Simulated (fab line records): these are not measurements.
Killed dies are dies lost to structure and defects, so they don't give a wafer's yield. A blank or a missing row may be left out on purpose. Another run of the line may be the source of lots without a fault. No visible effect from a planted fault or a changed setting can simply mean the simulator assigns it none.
A lot that was struck, set against a sound lot -- flow nandHarc -- 27 steps out of a route of 1302
Sound: the wafers L824.1, L824.2, L824.6. Wafers L829.2, L829.5, L829.6 were the ones struck. At the end, the cause is stated.
Order at every step that has rows: each side's tool, ch and its chambers, its first start. Under that, the readings that differ: sound wafers -- struck wafers -- difference of the means -- sigmas: that difference in standard deviations of wafers without a fault.
alike: same words and numbers on both sides, and readings whose means sit less than 2 such deviations apart. not compared: any withheld reading, any reading some wafer has no value for, any bound like >300 that may hide the same value, and any number with overlapping values for which the record gives no deviation.
A row with sigmas, a row that says differs or no value, or rows on one side alone: a step with any of these is where the two part. When numbers do not overlap yet have no deviation, they are printed without sigmas and do not part them. A reading missing from all wafers of one side parts the sides only when that side holds two or more wafers.

first, 4 steps without rows for these wafers: NHARC_A_SGD_CUT_PRECLEAN_18 (cleans in SC1); NHARC_A_SGD_CUT_SRD_19; NHARC_A_SGD_CUT_DEP_20 (deposits SiO2, target thk 150 nm); NHARC_A_SGD_CUT_ANNEAL_27 (time 1800 s).
NHARC_A_SGD_CUT_CMP_21: polishes, target thk 148.19 nm.
  sound on cmp-04 ch 1,2,3, day 19 21:16; struck on cmp-02 ch 0,1,2, day 21 22:24
  alike: motorCurrentA, retainingRingPressureFrac, timeToEndpointS
NHARC_A_SGD_CUT_THK_MEAS_22: measures by ellipsometry.
  struck on filmMetro-01, day 21 22:37; sound on filmMetro-01, day 19 21:31
  alike: thkNm
then, 3 steps without rows for these wafers: NHARC_A_SGD_CUT_SRD_23; NHARC_A_SGD_CUT_ETCH_26 (etches SiO2 in dHF, target depth 45.8 nm); NHARC_A_SGD_CUT_ETCHBACK_24 (etches the open film in CH3F/O2, target depth 50 nm, time 92.857 s).
NHARC_A_SGD_CUT_STRIP_28: strips in O2, time 20 s.
  sound: rieDiel-04 ch 1,2,3; struck: rieDiel-11 ch 1,2,3
  alike: drypumpMotorCurrentA, oesProductAu, rfVppV, showerheadPlenumPTorr, throttleValvePct
  not compared: rfHoursCounterH
NHARC_A_SGD_CUT_INSPECT_25:
  struck on defectInspect-01, day 21 23:04; sound on defectInspect-01, day 19 21:59
  alike: rawDefectCount
NHARC_A_SLIT_DEP_25: deposits SiO2, target thk 200 nm.
  sound on pecvd-01 ch 0,1, day 19 22:04; struck on pecvd-04 ch 0,1, day 21 23:28
  alike: heaterPowerW, throttleValvePct
NHARC_A_SLIT_DEP_00: deposits aC, target thk 6200 nm.
  sound on aclDep-02 ch 0, day 19 22:23; struck on aclDep-02 ch 0, day 22 00:26
  alike: throttleValvePct
NHARC_A_SLIT_DEP_23: deposits SiON, target thk 100 nm.
  sound on pecvd-03 ch 0,2, day 20 02:10; struck on pecvd-03 ch 1, day 22 03:42
  alike: heaterPowerW
then, 8 steps without rows for these wafers: NHARC_A_SLIT_DEHYDRATE_01 (time 120 s); NHARC_A_SLIT_HMDS_02 (time 30 s); NHARC_A_SLIT_COAT_03 (resist thk 90 nm); NHARC_A_SLIT_SOFTBAKE_04 (time 55 s); NHARC_A_SLIT_EBR_05; NHARC_A_SLIT_EXPOSE_06 (exposes mask SLIT); NHARC_A_SLIT_PEB_07 (peb time 65 s); NHARC_A_SLIT_DEVELOP_08 (develop time 35 s).
NHARC_A_SLIT_CD_MEAS_09: target cd 300 nm.
  sound on cdSem-01 ch 0, day 20 02:41; struck on cdSem-02 ch 0, day 22 04:38
  alike: cdNm
NHARC_A_SLIT_OVL_MEAS_10:
  struck on overlay-01, day 22 04:43; sound on overlay-01, day 20 02:47
  alike: overlayXNm, overlayYNm
NHARC_A_SLIT_INSPECT_11:
  struck on defectInspect-01, day 22 04:56; sound on defectInspect-02, day 20 02:49
reading,sound,struck,difference,sigmas
rawDefectCount,63 51 68,268 316 281,+228,+8
  not compared: hold
NHARC_A_SLIT_DESCUM_14: chemistry O2, time 3 s.
  sound on rieDiel-13 ch 2,3, day 20 02:53; struck on rieDiel-08 ch 0,3, day 22 07:43
reading,sound,struck,difference,sigmas
hold,- - -,awaitDispo/2.7h/release awaitDispo/2.7h/release awaitDispo/2.7h/release,no value on the sound wafers,
  alike: drypumpMotorCurrentA, oesProductAu, rfVppV, showerheadPlenumPTorr, throttleValvePct
  not compared: rfHoursCounterH
-- record jumps: 5 days between struck wafers' starts before vs after; left off in module A_SLIT, resumes in module END, first step shown is number 1302 of the route --
NHARC_END_SORT_01:
  at this point the record logs the struck wafers (prober-01 ch 0, day 27 18:12) and has no rows for the sound ones

== WHERE THEY PART ==
At NHARC_A_SLIT_INSPECT_11 first; at NHARC_END_SORT_01 last (within this record only).

WHY: whatever the simulator had introduced
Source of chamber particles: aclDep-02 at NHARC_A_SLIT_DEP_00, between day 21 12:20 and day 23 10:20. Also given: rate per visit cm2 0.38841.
